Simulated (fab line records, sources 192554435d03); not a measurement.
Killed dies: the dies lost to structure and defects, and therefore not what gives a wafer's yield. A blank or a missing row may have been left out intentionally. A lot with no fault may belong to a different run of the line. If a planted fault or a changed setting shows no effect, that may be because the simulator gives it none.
fab line records / flow n5-finfet
record lots=4 wafers=12 last-day=17
route steps=1938 shown BEOL_M3@1011 BEOL_M4@1021 PASSIVATION@1936
lots that met no fault: taken from a fault-free run of the same line
start-h: start of the lot's first displayed wafer, in hours after the record's first day / wait-h: hours since the lot's step before / " as in the row above / L1.1+2: a row that stands for several wafers / - no value, or no start was given / * or withheld: withheld / < > ~ a bound
route shown NAME@n: names a module that has steps shown in the file, with the first one's number in the route / usual: the fault-free wafers' mean and standard deviation / same: alike in all rows / chamber/n: place in a boat / sites: per-site readings / _std_site: the values' standard deviation / _edge_site: the outer-site mean with the inner-site mean subtracted / radius-mm: how far each site lies from the wafer's centre / mask NAME#n: copy n / behind: tool/chamber where the wafer was last shaped / hold: why the lot went on hold/how many hours it stayed there/how the hold came to an end / device: the transistor (n, p or np) that didn't switch / end of line: tests run on the same wafers once the route is complete / where a step has no rows: the recipe by itself / killed: at the first sort, the dies lost to defects and structure; wafer yield is something else / map: a wafer's dies, x killed, . not, _ none there
set.NAME: the setting as run; set.NAME@STEP: as run at that earlier step / model.NAME: the simulator's own value behind a step, which no gauge read
lots at some steps of the route; a table a step, a row a wafer
services: when a tool's chamber went out of use (start-h, in hours from the record's first day, below 0 if earlier), for how many hours, and the reason
## steps
# step N5_BEOL_M3_ECD_50
# recipe material=Cu target-thk-a=3000
# step N5_BEOL_M3_ANNEAL_51
# recipe temp-c=225 time-s=90 ambient=N2
# step N5_BEOL_M3_CMP_52
# recipe stop-on=SiOC t-overpolish-s=6.8 down-force-psi=1 platen-rpm=50 clearing-platen-down-force-psi=1.5 clearing-platen-rpm=50 post-cmp-clean=cu-alkaline target-thk-nm=40 clearing-platen-pad-velocity-m-s=0.99484 pad-velocity-m-s=0.99484
# step N5_BEOL_M3_PRE_CLEAN_60
# recipe gas=NH3/H2 time-s=15 temp-c=* rf-power-w=300
# step N5_BEOL_M3_CO_CAP_55
# recipe material=Co target-thk-a=20 temp-c=200 precursor=CCTBA/H2 pressure-torr=30 time-s=102.1
# step N5_BEOL_M3_PRE_CLEAN_56
# recipe gas=NH3 time-s=15 temp-c=withheld rf-power-w=300
# step N5_BEOL_M3_DEP_57
# recipe material=SiCN target-thk-a=80 temp-c=withheld precursor=3MS/NH3 pressure-torr=3 rf-w=202 time-s=14
# step N5_BEOL_M4_ILD_DEP_00
# recipe material=SiOC target-thk-a=790 temp-c=350 precursor=DEMS/O2 pressure-torr=5 rf-w=500 time-s=15.3
# step N5_BEOL_M4_PECVD_72
# recipe material=SiO2 target-thk-a=160 temp-c=400 precursor=TEOS/O2 pressure-torr=5.5 rf-w=450 teos-flow-sccm=53.8 gas=O2 flow-sccm=3000 time-s=18
# usual heater-power-w=695/99 showerhead-plenum-p-Torr=8.80/0.063 throttle-valve-pct=22.0/0.85
lot.wafer=L353.2 tool=pecvd-02 chamber=0 start-h=179.69 wait-h=0.0 heater-power-w=721 showerhead-plenum-p-Torr=8.78 throttle-valve-pct=22.4 model.SiO2_of_BEOL_M4_PECVD_72.thk-nm=16
lot.wafer=L353.4 tool=pecvd-02 chamber=2 start-h=179.69 wait-h=0.0 heater-power-w=888 showerhead-plenum-p-Torr=8.82 throttle-valve-pct=21.5 model.SiO2_of_BEOL_M4_PECVD_72.thk-nm=16
lot.wafer=L353.6 tool=pecvd-02 chamber=0 start-h=179.69 wait-h=0.0 heater-power-w=732 showerhead-plenum-p-Torr=8.78 throttle-valve-pct=22.2 model.SiO2_of_BEOL_M4_PECVD_72.thk-nm=16.2
lot.wafer=L355.1 tool=pecvd-02 chamber=0 start-h=190.66 wait-h=0.0 heater-power-w=698 showerhead-plenum-p-Torr=8.77 throttle-valve-pct=22.1 model.SiO2_of_BEOL_M4_PECVD_72.thk-nm=16.2
lot.wafer=L355.3 tool=pecvd-02 chamber=2 start-h=190.66 wait-h=0.0 heater-power-w=863 showerhead-plenum-p-Torr=8.79 throttle-valve-pct=21.5 model.SiO2_of_BEOL_M4_PECVD_72.thk-nm=24
lot.wafer=L355.4 tool=pecvd-02 chamber=2 start-h=190.66 wait-h=0.0 heater-power-w=871 showerhead-plenum-p-Torr=8.84 throttle-valve-pct=21.2 model.SiO2_of_BEOL_M4_PECVD_72.thk-nm=16.2
lot.wafer=L357.1 tool=pecvd-02 chamber=1 start-h=201.84 wait-h=0.0 heater-power-w=679 showerhead-plenum-p-Torr=8.79 throttle-valve-pct=21.8 model.SiO2_of_BEOL_M4_PECVD_72.thk-nm=16.2
lot.wafer=L357.3 tool=pecvd-02 chamber=0 start-h=201.84 wait-h=0.0 heater-power-w=823 showerhead-plenum-p-Torr=8.76 throttle-valve-pct=22.5 model.SiO2_of_BEOL_M4_PECVD_72.thk-nm=24.4
lot.wafer=L357.6 tool=pecvd-02 chamber=1 start-h=201.84 wait-h=0.0 heater-power-w=682 showerhead-plenum-p-Torr=8.79 throttle-valve-pct=21.7 model.SiO2_of_BEOL_M4_PECVD_72.thk-nm=24.6
lot.wafer=L368.1 tool=pecvd-01 chamber=0 start-h=279.29 wait-h=0.0 heater-power-w=846 showerhead-plenum-p-Torr=8.89 throttle-valve-pct=20.3 model.SiO2_of_BEOL_M4_PECVD_72.thk-nm=15.6
lot.wafer=L368.4 tool=pecvd-01 chamber=0 start-h=279.29 wait-h=0.0 heater-power-w=865 showerhead-plenum-p-Torr=8.88 throttle-valve-pct=20.3 model.SiO2_of_BEOL_M4_PECVD_72.thk-nm=16
lot.wafer=L368.6 tool=pecvd-01 chamber=1 start-h=279.29 wait-h=0.0 heater-power-w=710 showerhead-plenum-p-Torr=8.72 throttle-valve-pct=23.1 model.SiO2_of_BEOL_M4_PECVD_72.thk-nm=16.2
# step N5_BEOL_M4_HM_DEP_02
# recipe material=TiN target-thk-a=200 temp-c=25 chamber-pressure-pa=0.49996
# step N5_BEOL_M4_COAT_61
# recipe resist=SOC temp-c=250 time-s=60 spin-rpm=1500 resist-thk-nm=60
# step N5_BEOL_M4_COAT_62
# recipe resist=SiARC temp-c=220 time-s=60 spin-rpm=1500 resist-thk-nm=12
# step N5_BEOL_M4_COAT_73
# recipe resist=underlayer temp-c=205 time-s=60 spin-rpm=1500 resist-thk-nm=5
# step N5_BEOL_M4_COAT_05
# recipe resist=CAR-EUV spin-rpm=1500 resist-thk-nm=30
# step N5_BEOL_M4_EBR_07
# recipe solvent=PGMEA ebr-width-mm=1.5
# step N5_BEOL_M4_SOFTBAKE_06
# recipe temp-c=110 time-s=60 resist=CAR-EUV
# step N5_BEOL_M4_EXPOSE_08
# recipe mask-id=M4 na=0.33 source-shape=dipole sigma-inner=0.369 sigma-outer=0.767 polarization=unpolarized dose-mj=41.25
# step N5_BEOL_M4_PEB_09
# recipe peb-temp-c=100 peb-time-s=60 resist=CAR-EUV
# step N5_BEOL_M4_DEVELOP_10
# recipe develop-time-s=30 developer=TMAH resist=CAR-EUV rinse-liquid=surfactant-rinse dry=air-spin dev-temp-c=23
# step N5_BEOL_M4_DESCUM_16
# recipe chemistry=O2 time-s=7 source-power-w=50 bias-power-w=20 pressure-mtorr=20 rf-frequency-hz=2.712e+07 temp-c=40 resist=CAR-EUV o2-flow-sccm=225
# step N5_BEOL_M4_ETCH_74
# recipe chemistry=N2/H2 target=underlayer target-depth-a=65 mask-material=CAR-EUV time-s=5.2 ion-energy-ev=200 pressure-mtorr=30 source-w=840 bias-w=150 n2-flow-sccm=200 h2-flow-sccm=200 ends=cleared
# step N5_BEOL_M4_ETCH_63
# recipe chemistry=CF4 target=SiARC target-depth-a=156 mask-material=CAR-EUV time-s=26 ion-energy-ev=80 pressure-mtorr=40 source-w=545 bias-w=36 Ar_flow_sccm=100 cf4-flow-sccm=100 ends=cleared
# step N5_BEOL_M4_ETCH_64
# recipe chemistry=N2/H2 target=SOC target-depth-a=750 overetch-a=225 mask-material=SiARC temp-c=40 time-s=121.9 ion-energy-ev=200 pressure-mtorr=30 source-w=840 bias-w=150 n2-flow-sccm=200 h2-flow-sccm=200
# step N5_BEOL_M4_STRIP_65
# recipe chemistry=N2/H2 temp-c=40 n2-flow-sccm=200 h2-flow-sccm=200 rf-frequency-hz=6e+07
# step N5_BEOL_M4_STRIP_75
# recipe chemistry=N2/H2 temp-c=40 n2-flow-sccm=200 h2-flow-sccm=200 rf-frequency-hz=6e+07
# step N5_BEOL_M4_STRIP_66
# recipe chemistry=CF4 resist=SiARC power-w=300 bias-power-w=75 pressure-mtorr=50 cf4-flow-sccm=150 rf-frequency-hz=6e+07
# step N5_BEOL_M4_HM_OPEN_17
# recipe chemistry=Cl2/BCl3 target-depth-a=200 overetch-a=60 target=TiN mask-material=SOC ion-energy-ev=150 pressure-mtorr=10 icp-w=1000 bias-w=126 Cl2_flow_sccm=53.25 bcl3-flow-sccm=21.75 Ar_flow_sccm=25
# step N5_BEOL_M4_STRIP_19
# recipe chemistry=O2 power-w=400 temp-c=40 pressure-mtorr=30 rf-frequency-hz=6e+07 bias-power-w=0 overash-fraction=0.2 o2-flow-sccm=225
# step N5_BEOL_M4_COAT_67
# recipe resist=SOC temp-c=250 time-s=60 spin-rpm=1500 resist-thk-nm=60
# step N5_BEOL_M4_COAT_68
# recipe resist=SiARC temp-c=220 time-s=60 spin-rpm=1500 resist-thk-nm=12
# step N5_BEOL_M4_COAT_76
# recipe resist=underlayer temp-c=205 time-s=60 spin-rpm=1500 resist-thk-nm=5
# step N5_BEOL_M4_COAT_22
# recipe resist=CAR-EUV spin-rpm=1500 resist-thk-nm=30
# step N5_BEOL_M4_EBR_24
# recipe solvent=PGMEA ebr-width-mm=1.5
# step N5_BEOL_M4_SOFTBAKE_23
# recipe temp-c=110 time-s=60 resist=CAR-EUV
# step N5_BEOL_M4_HM_STRIP_39
# recipe chemistry=peroxide-tin-strip material=TiN target-depth-a=250 temp-c=50 time-s=158
lot.wafer=L353.2+4 tool=wet-bench-06 chamber=3,0 start-h=188.01 wait-h=0.0 model.SiO2_of_BEOL_M4_PECVD_72.thk-nm=15.8
lot.wafer=L353.6 tool=wet-bench-06 chamber=1 start-h=188.01 wait-h=0.0 model.SiO2_of_BEOL_M4_PECVD_72.thk-nm=16
lot.wafer=L355.1 tool=wet-bench-06 chamber=5 start-h=205.14 wait-h=0.0 model.SiO2_of_BEOL_M4_PECVD_72.thk-nm=16
lot.wafer=L355.3 tool=wet-bench-06 chamber=2 start-h=205.14 wait-h=0.0 model.SiO2_of_BEOL_M4_PECVD_72.thk-nm=23.8
lot.wafer=L355.4 tool=wet-bench-06 chamber=1 start-h=205.14 wait-h=0.0 model.SiO2_of_BEOL_M4_PECVD_72.thk-nm=16.2
lot.wafer=L357.1 tool=wet-bench-03 chamber=0 start-h=233.05 wait-h=0.0 model.SiO2_of_BEOL_M4_PECVD_72.thk-nm=16
lot.wafer=L357.3+6 tool=wet-bench-03 chamber=2,7 start-h=233.05 wait-h=0.0 model.SiO2_of_BEOL_M4_PECVD_72.thk-nm=24.4
lot.wafer=L368.1 tool=wet-bench-02 chamber=2 start-h=294.03 wait-h=0.0 model.SiO2_of_BEOL_M4_PECVD_72.thk-nm=15.4
lot.wafer=L368.4 tool=wet-bench-02 chamber=7 start-h=294.03 wait-h=0.0 model.SiO2_of_BEOL_M4_PECVD_72.thk-nm=15.8
lot.wafer=L368.6 tool=wet-bench-02 chamber=5 start-h=294.03 wait-h=0.0 model.SiO2_of_BEOL_M4_PECVD_72.thk-nm=16
# step N5_BEOL_M4_CMP_52
# recipe stop-on=SiOC t-overpolish-s=6.8 down-force-psi=1 platen-rpm=50 clearing-platen-down-force-psi=1.5 clearing-platen-rpm=50 post-cmp-clean=cu-alkaline target-thk-nm=40 clearing-platen-pad-velocity-m-s=0.99484 pad-velocity-m-s=0.99484
# usual barrier-field-endpoint-s=25.0/0.68 motor-current-A=5.8/0.33 overpolish-run-s=6.800/0.0088 retaining-ring-pressure-frac=1.001/0.0054
lot.wafer=L353.2 tool=cmp-03 chamber=1 start-h=192.11 wait-h=0.2 barrier-field-endpoint-s=24.5 motor-current-A=6.1 overpolish-run-s=6.807 retaining-ring-pressure-frac=1.003
lot.wafer=L353.4 tool=cmp-03 chamber=3 start-h=192.11 wait-h=0.2 barrier-field-endpoint-s=25.8 motor-current-A=5.1 overpolish-run-s=6.790 retaining-ring-pressure-frac=0.994
lot.wafer=L353.6 tool=cmp-03 chamber=2 start-h=192.11 wait-h=0.2 barrier-field-endpoint-s=25.6 motor-current-A=6.1 overpolish-run-s=6.790 retaining-ring-pressure-frac=0.992
lot.wafer=L355.3 tool=cmp-03 chamber=2 start-h=212.96 wait-h=0.3 barrier-field-endpoint-s=35.4 motor-current-A=6.4 overpolish-run-s=5.745 retaining-ring-pressure-frac=0.993
lot.wafer=L355.4 tool=cmp-03 chamber=3 start-h=212.96 wait-h=0.3 barrier-field-endpoint-s=26.5 motor-current-A=5.5 overpolish-run-s=6.787 retaining-ring-pressure-frac=1.002
lot.wafer=L355.1 tool=cmp-03 chamber=0 start-h=212.96 wait-h=0.3 barrier-field-endpoint-s=25.3 motor-current-A=5.4 overpolish-run-s=6.805 retaining-ring-pressure-frac=0.999
lot.wafer=L357.3 tool=cmp-02 chamber=1 start-h=236.83 wait-h=0.2 barrier-field-endpoint-s=34.6 motor-current-A=6.0 overpolish-run-s=6.483 retaining-ring-pressure-frac=1.006
lot.wafer=L357.1 tool=cmp-02 chamber=0 start-h=236.83 wait-h=0.2 barrier-field-endpoint-s=24.8 motor-current-A=6.1 overpolish-run-s=6.798 retaining-ring-pressure-frac=1.002
lot.wafer=L357.6 tool=cmp-02 chamber=1 start-h=236.83 wait-h=0.2 barrier-field-endpoint-s=34.9 motor-current-A=5.9 overpolish-run-s=6.210 retaining-ring-pressure-frac=1.000
lot.wafer=L368.1 tool=cmp-03 chamber=3 start-h=297.33 wait-h=0.3 barrier-field-endpoint-s=24.9 motor-current-A=5.5 overpolish-run-s=6.782 retaining-ring-pressure-frac=1.004
lot.wafer=L368.4 tool=cmp-03 chamber=1 start-h=297.33 wait-h=0.3 barrier-field-endpoint-s=25.4 motor-current-A=5.8 overpolish-run-s=6.810 retaining-ring-pressure-frac=1.009
lot.wafer=L368.6 tool=cmp-03 chamber=0 start-h=297.33 wait-h=0.3 barrier-field-endpoint-s=25.6 motor-current-A=5.8 overpolish-run-s=6.805 retaining-ring-pressure-frac=0.998
# step N5_BEOL_M4_RC_MEAS_101
# usual DIBL_N=36.5/1.9 DIBL_P=36.4/2.2 IOFF_N=0.17/0.034 IOFF_P=0.21/0.036 ION_N=678/12 ION_P=462/7.1 SS_N=71.7/0.61 SS_P=73.4/0.71 VT_N=249/3.5 VT_P=-251/3
lot.wafer=L353.2 tool=prober-01 chamber=0 start-h=192.88 wait-h=0.2 DIBL_N[mV/V]=34.3 DIBL_P[mV/V]=34.1 IOFF_N[nA/um]=0.14 IOFF_P[nA/um]=0.19 ION_N[uA/um]=681 ION_P[uA/um]=467 SS_N[mV/dec]=71.1 SS_P[mV/dec]=72.9 VT_N[mV]=251 VT_P[mV]=-249
lot.wafer=L353.4 tool=prober-01 chamber=0 start-h=192.88 wait-h=0.2 DIBL_N[mV/V]=36.2 DIBL_P[mV/V]=36.3 IOFF_N[nA/um]=0.18 IOFF_P[nA/um]=0.21 ION_N[uA/um]=689 ION_P[uA/um]=469 SS_N[mV/dec]=70.6 SS_P[mV/dec]=73.3 VT_N[mV]=246 VT_P[mV]=-245
lot.wafer=L353.6 tool=prober-01 chamber=0 start-h=192.88 wait-h=0.2 DIBL_N[mV/V]=35.8 DIBL_P[mV/V]=35.6 IOFF_N[nA/um]=0.17 IOFF_P[nA/um]=0.20 ION_N[uA/um]=679 ION_P[uA/um]=461 SS_N[mV/dec]=71.6 SS_P[mV/dec]=73.6 VT_N[mV]=249 VT_P[mV]=-247
lot.wafer=L355.1 tool=prober-01 chamber=0 start-h=213.55 wait-h=0.0 DIBL_N[mV/V]=36.6 DIBL_P[mV/V]=34.7 IOFF_N[nA/um]=0.15 IOFF_P[nA/um]=0.18 ION_N[uA/um]=666 ION_P[uA/um]=451 SS_N[mV/dec]=71.1 SS_P[mV/dec]=72.6 VT_N[mV]=249 VT_P[mV]=-256
lot.wafer=L355.3 tool=prober-01 chamber=0 start-h=213.55 wait-h=0.0 DIBL_N[mV/V]=37.3 DIBL_P[mV/V]=36.4 IOFF_N[nA/um]=0.16 IOFF_P[nA/um]=0.19 ION_N[uA/um]=679 ION_P[uA/um]=453 SS_N[mV/dec]=71.2 SS_P[mV/dec]=74.4 VT_N[mV]=251 VT_P[mV]=-253
lot.wafer=L355.4 tool=prober-01 chamber=0 start-h=213.55 wait-h=0.0 DIBL_N[mV/V]=36.8 DIBL_P[mV/V]=35.5 IOFF_N[nA/um]=0.15 IOFF_P[nA/um]=0.19 ION_N[uA/um]=662 ION_P[uA/um]=450 SS_N[mV/dec]=71.4 SS_P[mV/dec]=73.6 VT_N[mV]=252 VT_P[mV]=-253
lot.wafer=L357.1 tool=prober-01 chamber=0 start-h=237.44 wait-h=0.0 DIBL_N[mV/V]=37.4 DIBL_P[mV/V]=35.8 IOFF_N[nA/um]=0.16 IOFF_P[nA/um]=0.19 ION_N[uA/um]=671 ION_P[uA/um]=462 SS_N[mV/dec]=71.6 SS_P[mV/dec]=73.3 VT_N[mV]=250 VT_P[mV]=-253
lot.wafer=L357.3 tool=prober-01 chamber=0 start-h=237.44 wait-h=0.0 DIBL_N[mV/V]=36.8 DIBL_P[mV/V]=35.2 IOFF_N[nA/um]=0.15 IOFF_P[nA/um]=0.19 ION_N[uA/um]=664 ION_P[uA/um]=464 SS_N[mV/dec]=71.7 SS_P[mV/dec]=72.9 VT_N[mV]=251 VT_P[mV]=-252
lot.wafer=L357.6 tool=prober-01 chamber=0 start-h=237.44 wait-h=0.0 DIBL_N[mV/V]=37.6 DIBL_P[mV/V]=36.0 IOFF_N[nA/um]=0.16 IOFF_P[nA/um]=0.20 ION_N[uA/um]=678 ION_P[uA/um]=465 SS_N[mV/dec]=71.8 SS_P[mV/dec]=73.2 VT_N[mV]=247 VT_P[mV]=-255
lot.wafer=L368.1 tool=prober-01 chamber=0 start-h=297.96 wait-h=0.0 DIBL_N[mV/V]=38.3 DIBL_P[mV/V]=40.4 IOFF_N[nA/um]=0.22 IOFF_P[nA/um]=0.26 ION_N[uA/um]=690 ION_P[uA/um]=464 SS_N[mV/dec]=72.9 SS_P[mV/dec]=74.2 VT_N[mV]=246 VT_P[mV]=-249
lot.wafer=L368.4 tool=prober-01 chamber=0 start-h=297.96 wait-h=0.0 DIBL_N[mV/V]=39.2 DIBL_P[mV/V]=41.2 IOFF_N[nA/um]=0.25 IOFF_P[nA/um]=0.26 ION_N[uA/um]=698 ION_P[uA/um]=466 SS_N[mV/dec]=73.2 SS_P[mV/dec]=74.2 VT_N[mV]=243 VT_P[mV]=-249
lot.wafer=L368.6 tool=prober-01 chamber=0 start-h=297.96 wait-h=0.0 DIBL_N[mV/V]=37.7 DIBL_P[mV/V]=39.8 IOFF_N[nA/um]=0.20 IOFF_P[nA/um]=0.23 ION_N[uA/um]=685 ION_P[uA/um]=468 SS_N[mV/dec]=73.0 SS_P[mV/dec]=73.7 VT_N[mV]=248 VT_P[mV]=-250
# step N5_PASSIVATION_PROBE_49
# usual defect-limited-yield=91.0/1.5 killed_at_M0_to_M3=35/11 killed_at_M4_up=13/5 killed-at-contacts=12/5.9 killed-at-front-end=42/13 killed-at-other=3/3.2 killed-dies=106/18 killed-open=69/13 killed-short=35/8.9 sort_bin_5_function=5.2/0.95 sort_bin_6_memory=3.3/0.71 sort_bin_8_speed=0.00/0.016 sort-n-pass=1074/18 sort-yield-pct=91.0/1.5
# same gross-dies=1180 killed-at-back-side=0 sort_bin_4_leakage[%]=0
lot.wafer=L355.1 tool=prober-02 chamber=- start-h=320.04 wait-h=0.0 defect-limited-yield[%]=90.6 killed_at_M0_to_M3=48 killed_at_M4_up=8 killed-at-contacts=10 killed-at-front-end=38 killed-at-other=7 killed-dies=111 killed-open=74 killed-short=33 sort_bin_5_function[%]=4.5 sort_bin_6_memory[%]=4.3 sort_bin_8_speed[%]=0 sort-n-pass=1069 sort-yield-pct[%]=90.6
lot.wafer=L355.3 tool=prober-02 chamber=- start-h=320.14 wait-h=0.1 defect-limited-yield[%]=91.5 killed_at_M0_to_M3=45 killed_at_M4_up=7 killed-at-contacts=18 killed-at-front-end=26 killed-at-other=4 killed-dies=100 killed-open=65 killed-short=33 sort_bin_5_function[%]=4.8 sort_bin_6_memory[%]=3.3 sort_bin_8_speed[%]=0 sort-n-pass=1080 sort-yield-pct[%]=91.5
lot.wafer=L355.4 tool=prober-02 chamber=- start-h=320.19 wait-h=0.2 defect-limited-yield[%]=90.6 killed_at_M0_to_M3=42 killed_at_M4_up=6 killed-at-contacts=21 killed-at-front-end=34 killed-at-other=8 killed-dies=111 killed-open=69 killed-short=40 sort_bin_5_function[%]=5.5 sort_bin_6_memory[%]=3.4 sort_bin_8_speed[%]=0 sort-n-pass=1069 sort-yield-pct[%]=90.6
lot.wafer=L353.2 tool=prober-01 chamber=- start-h=320.43 wait-h=0.1 defect-limited-yield[%]=88.1 killed_at_M0_to_M3=36 killed_at_M4_up=18 killed-at-contacts=6 killed-at-front-end=76 killed-at-other=4 killed-dies=140 killed-open=82 killed-short=55 sort_bin_5_function[%]=7.3 sort_bin_6_memory[%]=4.2 sort_bin_8_speed[%]=0 sort-n-pass=1040 sort-yield-pct[%]=88.1
lot.wafer=L353.4 tool=prober-01 chamber=- start-h=320.53 wait-h=0.2 defect-limited-yield[%]=90.8 killed_at_M0_to_M3=33 killed_at_M4_up=17 killed-at-contacts=14 killed-at-front-end=44 killed-at-other=1 killed-dies=109 killed-open=81 killed-short=28 sort_bin_5_function[%]=5.8 sort_bin_6_memory[%]=3.1 sort_bin_8_speed[%]=0 sort-n-pass=1071 sort-yield-pct[%]=90.8
lot.wafer=L353.6 tool=prober-01 chamber=- start-h=320.63 wait-h=0.3 defect-limited-yield[%]=89.8 killed_at_M0_to_M3=40 killed_at_M4_up=12 killed-at-contacts=9 killed-at-front-end=58 killed-at-other=1 killed-dies=120 killed-open=73 killed-short=44 sort_bin_5_function[%]=6.1 sort_bin_6_memory[%]=3.6 sort_bin_8_speed[%]=0.08 sort-n-pass=1060 sort-yield-pct[%]=89.8
lot.wafer=L368.1 tool=prober-02 chamber=- start-h=409.61 wait-h=0.0 defect-limited-yield[%]=90.3 killed_at_M0_to_M3=53 killed_at_M4_up=14 killed-at-contacts=10 killed-at-front-end=38 killed-at-other=0 killed-dies=115 killed-open=61 killed-short=50 sort_bin_5_function[%]=5.8 sort_bin_6_memory[%]=3.5 sort_bin_8_speed[%]=0 sort-n-pass=1065 sort-yield-pct[%]=90.3
lot.wafer=L368.4 tool=prober-02 chamber=- start-h=409.76 wait-h=0.2 defect-limited-yield[%]=90.7 killed_at_M0_to_M3=42 killed_at_M4_up=11 killed-at-contacts=15 killed-at-front-end=41 killed-at-other=1 killed-dies=110 killed-open=62 killed-short=43 sort_bin_5_function[%]=5.5 sort_bin_6_memory[%]=3.6 sort_bin_8_speed[%]=0 sort-n-pass=1070 sort-yield-pct[%]=90.7
lot.wafer=L368.6 tool=prober-02 chamber=- start-h=409.86 wait-h=0.3 defect-limited-yield[%]=90.3 killed_at_M0_to_M3=49 killed_at_M4_up=6 killed-at-contacts=13 killed-at-front-end=47 killed-at-other=0 killed-dies=115 killed-open=55 killed-short=57 sort_bin_5_function[%]=5.4 sort_bin_6_memory[%]=3.9 sort_bin_8_speed[%]=0 sort-n-pass=1065 sort-yield-pct[%]=90.3
# killed by level:class
L355.1 BEOL_M2:geometric-particle:open=15 BEOL_M0_SAQP:geometric-particle:open=11 BEOL_M3:geometric-particle:open=10 MOL_CONTACT_COAG:geometric-particle:open=8 GATE_CUT:geometric-particle:short=7 BEOL_M0_SAQP:geometric-particle:short=7 STI_FIN_REVEAL:geometric-particle:open=6 FIN_SAQP:geometric-particle:open=3
L355.3 MOL_CONTACT_COAG:geometric-particle:open=14 BEOL_M0_SAQP:geometric-particle:open=11 BEOL_M2:geometric-particle:open=11 BEOL_M0_SAQP:geometric-particle:short=9 GATE_CUT:geometric-particle:open=7 GATE_CUT:geometric-particle:short=5 MOL_CONTACT_COAG:geometric-particle:short=4 BEOL_M2:geometric-particle:short=4
L355.4 MOL_CONTACT_COAG:geometric-particle:open=18 BEOL_M2:geometric-particle:open=12 BEOL_M3:geometric-particle:open=9 GATE_CUT:geometric-particle:short=8 FIN_SAQP:geometric-particle:open=6 BEOL_M0_SAQP:geometric-particle:short=6 FIN_SAQP:geometric-particle:short=5 GATE_CUT:geometric-particle:open=4
L353.2 STI_FIN_REVEAL:geometric-particle:open=14 FIN_SAQP:geometric-particle:short=13 BEOL_M2:geometric-particle:open=11 FIN_SAQP:geometric-particle:open=9 BEOL_M1:geometric-particle:open=8 STI_FIN_REVEAL:geometric-particle:short=7 DUMMY_GATE:geometric-particle:open=7 GATE_CUT:geometric-particle:short=7
L353.4 FIN_SAQP:geometric-particle:open=13 MOL_CONTACT_COAG:geometric-particle:open=12 BEOL_M2:geometric-particle:open=10 BEOL_M0_SAQP:geometric-particle:open=7 FIN_SAQP:geometric-particle:short=6 STARTING-WAFER:geometric-particle:short=6 BEOL_M3:geometric-particle:open=5 BEOL_M4:geometric-particle:open=5
L353.6 FIN_SAQP:geometric-particle:short=14 BEOL_M2:geometric-particle:open=12 FIN_SAQP:geometric-particle:open=11 STI_FIN_REVEAL:geometric-particle:open=9 BEOL_M0_SAQP:geometric-particle:short=8 MOL_CONTACT_COAG:geometric-particle:open=7 BEOL_M3:geometric-particle:open=6 DUMMY_GATE:geometric-particle:short=5
L368.1 BEOL_M0_SAQP:geometric-particle:short=16 BEOL_M0_SAQP:geometric-particle:open=14 FIN_SAQP:geometric-particle:short=11 BEOL_M1:geometric-particle:open=11 MOL_CONTACT_COAG:geometric-particle:open=7 STI_FIN_REVEAL:geometric-particle:open=6 BEOL_M1:geometric-particle:short=5 FIN_SAQP:geometric-particle:open=4
L368.4 MOL_CONTACT_COAG:geometric-particle:open=13 BEOL_M0_SAQP:geometric-particle:open=13 BEOL_M0_SAQP:geometric-particle:short=12 STI_FIN_REVEAL:geometric-particle:open=8 FIN_SAQP:geometric-particle:short=7 FIN_SAQP:geometric-particle:open=6 BEOL_M4:geometric-particle:open=6 GATE_CUT:geometric-particle:short=4
L368.6 BEOL_M0_SAQP:geometric-particle:short=14 FIN_SAQP:geometric-particle:short=13 GATE_CUT:geometric-particle:short=11 BEOL_M0_SAQP:geometric-particle:open=11 MOL_CONTACT_COAG:geometric-particle:open=7 BEOL_M1:geometric-particle:open=7 BEOL_M1:geometric-particle:short=6 STI_FIN_REVEAL:geometric-particle:open=5
## services
tool=cmp-03 chamber=- start-h=157.70 hours=- kind=consumable-replace:conditioner
tool=cmp-03 chamber=- start-h=157.70 hours=- kind=consumable-replace:pad
tool=pecvd-02 chamber=2 start-h=194.10 hours=5.5 kind=scheduled-down
tool=pecvd-02 chamber=- start-h=203.84 hours=3.3 kind=repair
tool=cmp-02 chamber=- start-h=204.19 hours=4.0 kind=pm
tool=pecvd-02 chamber=0 start-h=207.51 hours=13.8 kind=repair
tool=cmp-02 chamber=- start-h=208.19 hours=- kind=consumable-replace:conditioner
tool=cmp-02 chamber=- start-h=208.19 hours=- kind=consumable-replace:pad
tool=cmp-02 chamber=- start-h=217.95 hours=6.6 kind=repair
tool=wet-bench-06 chamber=- start-h=255.11 hours=2.4 kind=repair
tool=cmp-03 chamber=- start-h=265.54 hours=4.3 kind=pm
## key
first-sign step=N5_BEOL_M4_CMP_52 reading=overpolish-run-s direction=down sigmas=74 usual=6.800 struck=6.146
effect step=N5_BEOL_M4_CMP_52 reading=barrier-field-endpoint-s direction=up sigmas=15 usual=25.0 struck=35.0
model-effect step=N5_BEOL_M4_PECVD_72 value=SiO2_of_BEOL_M4_PECVD_72.thk-nm without=16.27 struck=24.33
model-effect step=N5_BEOL_M4_HM_STRIP_39 value=SiO2_of_BEOL_M4_PECVD_72.thk-nm without=16.13 struck=24.2
met-at N5_BEOL_M4_PECVD_72
struck-wafers L355.3,L357.3,L357.6
onset-between 179.69 190.66
fault kind=process-parameter-drift tool=pecvd-02 chamber=- onset-h=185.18 steps=N5_BEOL_M4_PECVD_72 channel=time-s offset=* shape=step end-h=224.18 scope=struck-wafers-only acts-in=* stated=*
